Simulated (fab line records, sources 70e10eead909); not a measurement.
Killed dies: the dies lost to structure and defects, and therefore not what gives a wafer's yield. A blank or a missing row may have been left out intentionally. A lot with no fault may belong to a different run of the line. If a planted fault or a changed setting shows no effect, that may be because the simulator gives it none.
A lot that was struck, set against a sound lot + flow nand-harc + 17 out of 1302 route steps
Sound: wafers L377.1, L377.2, L377.6. Wafers L390.2, L390.3, L390.6 were the ones struck. The cause comes at the end.
Order at every step that has rows: each side's tool, ch and its chambers, its first start. Under that, the readings that differ: sound wafers + struck wafers + difference of the means + sigmas: that difference in standard deviations of wafers without a fault.
alike: a reading whose means differ by less than 2 such deviations, as well as words and numbers matching on both sides. not compared: withheld readings; readings where some wafer has no value; bounds like >300 that might hide an equal value; numbers whose values overlap and for which the record gives no deviation.
A row with sigmas, a row that says differs or no value, or rows on one side alone: a step with any of these is where the two part. Numbers that have no deviation but don't overlap get no sigmas and don't part them. A reading that every wafer of one side lacks parts them only if that side has two wafers or more.

NHARC_A_STAIRCASE_CMP_472: polishes SiO2.
  sound on cmp-01 ch 0,3, day 20 04:38; struck on cmp-01 ch 1,3, day 25 13:38
  alike: motor-current-A, retaining-ring-pressure-frac
next, for these wafers, 1 step has no rows: NHARC_A_STAIRCASE_SRD_474.
NHARC_A_STAIRCASE_INSPECT_155:
  sound: defect-inspect-01 at day 20 04:59; struck: defect-inspect-02 at day 25 13:58
  alike: raw-defect-count
NHARC_A_SGD_CUT_DEP_00: deposits SiNx, target thk 50 nm.
  sound on pecvd-03 ch 1,2, day 20 05:05; struck on pecvd-03 ch 0,1,2, day 25 14:02
  alike: heater-power-w
then, 7 steps without rows for these wafers: NHARC_A_SGD_CUT_DEHYDRATE_01 (time 120 s); NHARC_A_SGD_CUT_HMDS_02 (time 30 s); NHARC_A_SGD_CUT_COAT_56 (time 75 s); NHARC_A_SGD_CUT_COAT_57 (time 65 s); NHARC_A_SGD_CUT_COAT_03 (resist thk 90 nm); NHARC_A_SGD_CUT_SOFTBAKE_04 (time 55 s); NHARC_A_SGD_CUT_EBR_05.
NHARC_A_SGD_CUT_EXPOSE_06: exposes mask SGD.
  sound on arfi-scanner-03 ch 0, day 20 05:31; struck on arfi-scanner-03 ch 0, day 25 14:29
| reading              | sound             | struck            | difference | sigmas      |
|----------------------|-------------------|-------------------|------------|-------------|
| exposure-dose-mJ-cm2 | 85.63 85.59 85.68 | 48.61 48.77 48.73 | -36.93     | -99 or more |
  alike: mask, reticle-temp-C
then, 2 steps without rows for these wafers: NHARC_A_SGD_CUT_PEB_07 (peb time 65 s); NHARC_A_SGD_CUT_DEVELOP_08 (develop time 35 s).
NHARC_A_SGD_CUT_CD_MEAS_09: the cd target is 100 nm.
  sound on cd-sem-02 ch 0, day 20 05:39; struck on cd-sem-02 ch 0, day 25 14:38
| reading    | sound            | struck         | difference | sigmas |
|------------|------------------|----------------|------------|--------|
| cd-nm (nm) | 99.8 100.5 100.4 | 69.7 69.8 69.7 | -30.5      | -65    |
NHARC_A_SGD_CUT_OVL_MEAS_10:
  sound: overlay-02 at day 20 05:44; struck: overlay-02 at day 25 14:43
  alike: overlay-x-nm, overlay-y-nm
-- break in the record here, with 5 days between the starts of the struck wafers on either side (left off in module A_SGD_CUT, picked up again in module END, where the first step shown is number 1302 on the route) --
NHARC_END_SORT_01:
  here the record holds rows for the struck wafers (prober-01 ch 0, day 30 21:26) but none for the sound ones

WHERE THEY PART
First at NHARC_A_SGD_CUT_EXPOSE_06; last, within this record, at NHARC_END_SORT_01.

WHY: what the simulator had put in
Drift in process parameters on arfi-scanner-03 at NHARC_A_SGD_CUT_EXPOSE_06, starting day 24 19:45. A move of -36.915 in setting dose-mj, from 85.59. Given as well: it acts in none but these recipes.
